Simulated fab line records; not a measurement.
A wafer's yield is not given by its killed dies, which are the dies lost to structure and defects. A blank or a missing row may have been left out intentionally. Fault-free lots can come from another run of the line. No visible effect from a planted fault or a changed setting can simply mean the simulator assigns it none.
Matching of chambers    flow nand_harc    NHARC_P_M0_PRE_CLEAN_31 on pecvd-02: 3 sister chambers
The step time 12 s. 6 wafers are shown with their chamber, then 12 later ones without.

== WAFERS, EACH WITH ITS CHAMBER ==
wafer   chamber  heater_power_w (W)
L083.1  2        641
L087.3  1        509
L087.6  0        725
L088.4  2        618
L088.5  0        697
L088.6  1        568

== WAFERS MISSING THEIR CHAMBER ==
wafer   heater_power_w (W)
L090.2  602
L090.3  764
L090.4  599
L093.1  623
L093.3  529
L093.6  631
L094.2  637
L094.4  766
L094.6  495
L096.1  779
L096.2  593
L096.3  601

== CHAMBER TAKEN BY EACH ==
wafer   from the rows above      in truth
L090.2  can't be placed: 2 or 1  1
L090.3  0                        0
L090.4  can't be placed: 2 or 1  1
L093.1  2                        2
L093.3  1                        1
L093.6  2                        2
L094.2  2                        2
L094.4  0                        0
L094.6  1                        1
L096.1  0                        0
L096.2  can't be placed: 2 or 1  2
L096.3  can't be placed: 2 or 1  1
Correct placement for 8 of the 12. Unplaceable from these rows: 4, with the true chamber sitting among the candidates in 4. Placed wrongly: 0.
How it was worked out, from the rows above alone: a wafer's distance from a chamber is the root of the sum, over the readings, of the square of ((its reading less the chamber's mean) divided by the reading's scatter). If the next closest chamber is less than 2 further off than the closest, the wafer can't be placed; otherwise it belongs to the closest. Each chamber's mean is taken over the wafers shown for it. How the scatter is found: for the shown wafers, subtract from each reading the mean of its chamber, square and add these, divide the total by (wafers less chambers), then take the root.
